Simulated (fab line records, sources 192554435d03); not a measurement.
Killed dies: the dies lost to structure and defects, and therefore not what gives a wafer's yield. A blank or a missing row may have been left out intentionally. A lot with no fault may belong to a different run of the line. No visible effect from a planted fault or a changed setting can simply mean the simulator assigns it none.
Split-lot trial | flow n5-finfet | on a route of 1938 steps: 7 lots, 21 wafers read

== ABOUT THE SPLIT ==
At N5_FIN_SAQP_PECVD_47 (deposits a-Si from SiH4/He, target thk 45 nm, time 36.3 s), the setting time-s was moved away from the recipe's 36.3 s on 10 of the 21 wafers read, by -10.8% to +14.7%. For the rest of the wafers, this setting stayed at what the recipe calls for.

== FROM THE SPLIT TO THE READING: what the file shows between them, 9 steps ==
- N5_FIN_SAQP_PEB_14: peb time 60 s (also split here: peb-time-s)
- N5_FIN_SAQP_DEVELOP_15: develop time 30 s
- N5_FIN_SAQP_CD_MEAS_16: target cd 35.6 nm
- N5_FIN_SAQP_SPACER1_ALD_24: deposits SiO2, target thk 20.3 nm, pulse time 1 s, purge time 2 s (also split here: ald-cycles)
- N5_FIN_SAQP_SPACER1_ETCHBACK_25: etches SiO2 in CHF3/O2, target depth 24.4 nm, time 12.2 s
- N5_FIN_SAQP_MANDREL1_REMOVE_56: chemistry HBr/Cl2/O2, target a-Si, stops on SiNx, bt time 10 s
- N5_FIN_SAQP_CD_MEAS_27: target cd 20 nm
- N5_FIN_SAQP_ETCH_57: etches SiNx in CH3F/O2, target depth 32.5 nm, time 46.4 s
- N5_FIN_SAQP_ETCH_65: etches SiO2 in CF4, target depth 4 nm, time 4.4 s

== THE READING ==
oes-product-au, in a.u., at N5_FIN_SAQP_MANDREL_ETCH_58 (etches a-Si in HBr/Cl2, stops on SiNx, target depth 45 nm, bt time 10 s, time 27 s). A value of 0.697 a.u. with a standard deviation of 0.015 a.u. is what fault-free wafers of this fab line usually give.

wafer  | tool, chamber at the split | time-s as run, s | against the recipe | oes-product-au, a.u. | against lot-mates on the recipe
L078.1 | pecvd-04, 0                | 32.37            | -10.8%             | 0.656                | -0.053
L078.2 | pecvd-04, 1                | 36.3             | recipe             | 0.716                | -
L078.3 | pecvd-04, 0                | 36.3             | recipe             | 0.703                | -
L079.1 | pecvd-02, 1                | 36.3             | recipe             | 0.706                | -
L079.3 | pecvd-02, 2                | 38.82            | +6.9%              | 0.733                | +0.027
L079.4 | pecvd-02, 0                | 38.82            | +6.9%              | 0.743                | +0.037
L081.2 | pecvd-02, 2                | 38.52            | +6.1%              | 0.714                | +0.030
L081.5 | pecvd-02, 0                | 36.3             | recipe             | 0.684                | -
L081.6 | pecvd-02, 2                | 38.52            | +6.1%              | 0.701                | +0.017
L085.2 | pecvd-03, 1                | 36.3             | recipe             | 0.676                | -
L085.4 | pecvd-03, 1                | 36.3             | recipe             | 0.674                | -
L085.6 | pecvd-03, 1                | 41.4             | +14.0%             | 0.743                | +0.068
L087.1 | pecvd-03, 1                | 36.3             | recipe             | 0.666                | -
L087.2 | pecvd-03, 2                | 38.71            | +6.6%              | 0.712                | +0.045
L087.4 | pecvd-03, 1                | 36.3             | recipe             | 0.667                | -
L091.1 | pecvd-04, 2                | 41.62            | +14.7%             | 0.762                | no lot-mate on the recipe
L091.2 | pecvd-04, 1                | 41.62            | +14.7%             | 0.755                | no lot-mate on the recipe
L091.4 | pecvd-04, 0                | 41.62            | +14.7%             | 0.754                | no lot-mate on the recipe
L097.1 | pecvd-04, 1                | 36.3             | recipe             | 0.698                | -
L097.2 | pecvd-04, 0                | 36.3             | recipe             | 0.676                | -
L097.4 | pecvd-04, 1                | 36.3             | recipe             | 0.707                | -

THE FIT
A straight line over all 21 wafers: oes-product-au changes by +0.00429 a.u. for each +1% of time-s; r = +0.88; the points scatter about the line by 0.015 a.u.
The same after taking each lot's own level away (the mean of its wafers on the recipe; 18 wafers): +0.00486 a.u. for each +1%; r = +0.96; scatter 0.0079 a.u.
On that fit, the largest move of time-s shifts the reading by 0.071 a.u.
The span of the lots' own levels, 0.6665 to 0.7095 a.u., comes to 2.9 times the standard deviation stated above.
Thus the slope moves with the lot-to-lot level: the two fits are different.
Check: with one of the wafers moved furthest among these (+14.0%) left out of the fit, the line predicts +0.0681 a.u. for it against its lot-mates. It came out at +0.068 a.u. against them.

== FURTHER SPLITS ON THESE WAFERS ==
Before the reading, these wafers also passed through other splits. Each is held against what the fit with the lots' levels taken away leaves over:
other split on the same wafers        | wafers away from the commonest value | r with oes-product-au (lot level and that fit taken away)
N5_ZERO_LAYER_PECVD_02 time-s         | 7                                    | +0.14
N5_WELL_APT_EXPOSE_22 dose-mj         | 7                                    | -0.19
N5_WELL_APT_PEB_23 peb-temp-c         | 4                                    | -0.07
N5_FIN_SAQP_PEB_14 peb-time-s         | 10                                   | +0.01
N5_FIN_SAQP_SPACER1_ALD_24 ald-cycles | 5                                    | +0.13

== THE WHOLE CHAIN: every reading that the file lists as answering this split, in the file's order ==
step                        | what it does                                                                       | reading                                                                           | change (the file's fit)                   | r (the file's)
N5_FIN_SAQP_PECVD_47        | deposits a-Si from SiH4/He, target thk 45 nm, time 36.3 s                          | a-Si_of_FIN_SAQP_PECVD_47.thk-nm (the simulator's own value, which no gauge read) | +0.502 nm for each +1% of the setting     | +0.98
N5_FIN_SAQP_MANDREL_ETCH_58 | etches a-Si in HBr/Cl2, stops on SiNx, target depth 45 nm, bt time 10 s, time 27 s | oes-product-au                                                                    | +0.00496 a.u. for each +1% of the setting | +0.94
N5_FIN_SAQP_MANDREL_ETCH_58 | etches a-Si in HBr/Cl2, stops on SiNx, target depth 45 nm, bt time 10 s, time 27 s | etch.depth-nm (the simulator's own value, which no gauge read)                    | +0.502 nm for each +1% of the setting     | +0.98

== FILE'S OWN FIT ==
oes-product-au changes by +0.00496 a.u. for each +1% of time-s, r = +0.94.
